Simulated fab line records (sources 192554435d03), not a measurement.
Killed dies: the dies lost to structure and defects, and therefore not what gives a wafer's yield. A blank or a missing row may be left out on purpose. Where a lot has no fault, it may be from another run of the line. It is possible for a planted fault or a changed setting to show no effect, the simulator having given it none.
2 desks, one fault    flow n5 finfet    numbers are kept per desk, each desk with only its own; the story behind them comes last

## TOOL OWNER'S DESK, rie diel-04
The tool's own readings at N5_MOL_CONTACT_COAG_ETCHBACK_134 (etches SiO2 in CHF3, target depth 10 nm, time 6.7 s): means of the sampled wafers that have a number, for each lot that ran on this tool. A lot is out of limits, marked OUT, if its mean lies more than 4 standard deviations from the usual mean; the brackets give that distance.
Columns: A = drypump motor current A at N5_MOL_CONTACT_COAG_ETCHBACK_134, usual 5.7 A; B = oes product au at N5_MOL_CONTACT_COAG_ETCHBACK_134, usual 0.80 a.u.; C = rf vpp V at N5_MOL_CONTACT_COAG_ETCHBACK_134, usual 530 V; D = showerhead plenum p Torr at N5_MOL_CONTACT_COAG_ETCHBACK_134, usual 2.42 Torr; E = throttle valve pct at N5_MOL_CONTACT_COAG_ETCHBACK_134, usual 18.75 %
lot   first seen here  A    B     C    D     E
L841  day 5 18:05      5.6  0.92  518  2.48  18.70
L846  day 6 19:44      5.5  0.84  514  2.39  18.75
L847  day 6 20:52      5.2  0.94  534  2.53  18.62
L850  day 7 18:22      5.7  0.97  511  2.41  18.69
Result from this desk: across the 4 lots, nothing is out of limits.

## METROLOGY DESK
Lot by lot, what the gauges showed, no matter which tool ran the lot: averages of those sampled wafers that carry a number. A lot is out of limits, marked OUT, if its mean lies more than 4 standard deviations from the usual mean; the brackets give that distance. It has 11 readings; the 7 that lie furthest out on some lot are the ones shown.
Columns: A = VD_OVL at N5_MOL_CONTACT_COAG_OVL_MEAS_41, usual 0.0 nm; B = DIBL_N at N5_BEOL_M4_RC_MEAS_101, usual 36.7 mV/V; C = IOFF_P at N5_BEOL_M4_RC_MEAS_101, usual 0.23 nA/um; D = ION_N at N5_BEOL_M4_RC_MEAS_101, usual 683 uA/um; E = ION_P at N5_BEOL_M4_RC_MEAS_101, usual 467 uA/um; F = SS_N at N5_BEOL_M4_RC_MEAS_101, usual 71.7 mV/dec; G = VT_P at N5_BEOL_M4_RC_MEAS_101, usual -250 mV
lot   first seen here  A     B     C     D    E    F     G
L841  day 5 17:37      -0.1  36.8  0.21  690  472  71.4  -251
L846  day 6 19:08      0.3   36.6  0.25  680  470  71.7  -247
L847  day 6 19:41      -0.3  34.0  0.20  684  478  70.6  -249
L848  day 7 05:28      -0.6  38.0  0.30  686  475  72.1  -244
L850  day 7 17:46      1.0   37.2  0.18  687  458  72.0  -255
L855  day 9 02:38      0.0   35.5  0.21  667  457  71.9  -250
L858  day 9 14:13      -0.0  36.7  0.22  687  470  71.9  -251
L860  day 10 10:01     0.2   36.0  0.19  666  452  71.7  -254
L862  day 10 16:44     0.2   35.1  0.16  674  462  71.0  -257
Result from this desk: across the 9 lots, nothing is out of limits.

## BROUGHT TOGETHER
The tool owner's desk saw nothing out of limits.
Nothing out of limits was seen by the metrology desk.

## WHAT HAD BEEN PUT IN BY THE SIMULATOR
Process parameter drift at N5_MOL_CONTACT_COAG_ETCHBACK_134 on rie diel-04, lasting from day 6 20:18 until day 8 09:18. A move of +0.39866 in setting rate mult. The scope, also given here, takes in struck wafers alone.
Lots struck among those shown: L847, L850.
